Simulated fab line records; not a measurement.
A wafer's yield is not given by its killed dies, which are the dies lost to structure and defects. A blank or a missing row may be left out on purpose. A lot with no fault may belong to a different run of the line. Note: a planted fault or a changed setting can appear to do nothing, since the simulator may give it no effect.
Problem report, 8D (eight disciplines) form, completed by code | flow n5-finfet | the parts of the form that need people (team, actions taken, sign-off) are left out

1. WHAT WENT WRONG
At N5_BEOL_M12_CMP_49, barrier-field-endpoint-s averages 24.8 s over 4 wafers from 3 lots, while fault-free wafers read 30.6 s, standard deviation 0.72. That is -8.1 standard deviations from the usual mean.
The step: polishes, stops on SiOC, t overpolish 20.6 s, target thk 320 nm.
First observed at day 11 02:45: wafer L199.5, on cmp-02. Wafers with a number at this step in the record: 31, from 12 lots. Rule for "out", or "out of limits": more than 4 standard deviations from the usual mean. Any other wafer with a number is counted as sound.

2. WHAT IT IS AND WHAT IT IS NOT
question                    | is                             | is not
which readings at this step | barrier-field-endpoint-s       | motor-current-A
which lots                  | L199, L201, L205               | L198, L210, L211, L212, L214, L215, L216, L217, L218
which wafers of those lots  | L199.5, L201.2, L201.5, L205.5 | L199.3, L205.6
read on which tools         | cmp-02, cmp-03                 | cmp-04
when                        | from day 11 02:45              | up to then (4 sound wafers); but 23 sound wafers of L205, L210, L211, L212, L214, L215, L216, L217, L218 came after

3. SUSPECTS, AND WHAT RULES EACH OUT
Counting: if a tool at a process step up to the reading ran every lot that is out, it stays a suspect. Sound lots after the first of them don't rule it out here, since some wafers of a struck lot are sound.
- pvd-sputter-03 at N5_BEOL_M12_DEGAS_41 (time 60 s): kept. Ran every lot that is out, first one L199 (day 11 01:50); last sound lot up to then L198 (day 10 20:38).
- pvd-sputter-03 at N5_BEOL_M12_SPUTTER_44 (material Ta, target thk 10 nm, time 16.13 s): kept. Ran every lot that is out, first one L199 (day 11 02:00); last sound lot up to then L198 (day 10 20:48).
- pvd-sputter-03 at N5_BEOL_M12_SPUTTER_45 (material Cu, target thk 80 nm, time 13.33 s): kept. Ran every lot that is out, first one L199 (day 11 02:05); last sound lot up to then L198 (day 10 20:53).
After the count, these remain: pvd-sputter-03 at N5_BEOL_M12_DEGAS_41, pvd-sputter-03 at N5_BEOL_M12_SPUTTER_44 and pvd-sputter-03 at N5_BEOL_M12_SPUTTER_45.

4. THE CAUSE (what the simulator had put in)
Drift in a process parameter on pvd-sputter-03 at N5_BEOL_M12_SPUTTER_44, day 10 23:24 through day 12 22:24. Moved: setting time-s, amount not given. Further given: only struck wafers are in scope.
After counting, 3 suspects remain, this tool included.

5. THE CHAIN OF EFFECTS, in route order
Rows list readings where the struck wafers' mean (over those with a number) sits beyond 3 standard deviations from the usual. Readings are gone through only where the record gives a usual standard deviation; hours: the median, over the lots, of the time from a lot's start at the first step in this table giving one to that lot's start at this step; sigmas: the change measured in usual standard deviations.
hours | step               | reading                  | usual  | on struck wafers | change | sigmas
0     | N5_BEOL_M12_CMP_49 | barrier-field-endpoint-s | 30.6 s | 24.8             | -5.9   | -8.1
The process steps in it:
- N5_BEOL_M12_CMP_49: polishes, stops on SiOC, t overpolish 20.6 s, target thk 320 nm.

6. WHAT WOULD HAVE CAUGHT IT SOONER
In this record the first reading out of limits was taken at day 11 02:45, 3 hours after the fault began at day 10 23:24.
Tool readings at N5_BEOL_M12_SPUTTER_44 with a usual standard deviation given in the record: none out on any struck wafer, hence no alarm at a limit of 4 standard deviations on them.
L201, L205, from the lots that are out (3), started N5_BEOL_M12_SPUTTER_44 on pvd-sputter-03 later than day 11 02:45. A hold on the tool at that time would have spared those 2.
